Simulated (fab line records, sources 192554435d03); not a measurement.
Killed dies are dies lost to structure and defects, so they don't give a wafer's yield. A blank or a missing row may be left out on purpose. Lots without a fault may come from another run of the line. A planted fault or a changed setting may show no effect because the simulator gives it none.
Chamber matching | flow n5_finfet | N5_GATE_CUT_HM_OPEN_40 on rie_diel-01: 4 sister chambers
The step chemistry C4F6/O2, target SiO2, target depth 139 nm, time 85.1 s. 4 wafers are shown with their chamber, then 9 later ones without.

WAFERS WITH THEIR CHAMBER
wafer  | chamber | drypump_motor_current_A (A)
L084.4 | 1       | 6.2
L085.1 | 2       | 5.1
L085.3 | 0       | 6.1
L085.6 | 3       | 6.4

WAFERS WITHOUT THEIR CHAMBER
wafer  | drypump_motor_current_A (A)
L089.1 | 5.1
L089.3 | 6.1
L089.4 | 6.4
L096.1 | 5.1
L096.2 | 6.3
L096.4 | 5.1
L097.3 | 5.2
L097.5 | 5.1
L097.6 | 6.2

WHICH CHAMBER EACH WENT THROUGH
wafer  | from the rows above     | in truth
L089.1 | 2                       | 2
L089.3 | 0                       | 0
L089.4 | 3                       | 3
L096.1 | 2                       | 2
L096.2 | can't be placed: 1 or 3 | 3
L096.4 | 2                       | 2
L097.3 | 2                       | 2
L097.5 | 2                       | 2
L097.6 | 1                       | 1
Placed correctly: 8 of 9. Can't be placed from these rows: 1 (the true chamber is among the candidates in 1). Placed wrongly: 0.
How it was worked out, from the rows above alone: a wafer's distance from a chamber is the root of the sum, over the readings, of the square of ((its reading less the chamber's mean) divided by the reading's scatter). The wafer belongs to the nearest chamber; if the next one is less than 2 further off, it can't be placed. A chamber's mean is the mean of its shown wafers. The scatter: with one shown wafer a chamber, the root of the mean of the squares of how far each hidden wafer lies from its nearest shown one.
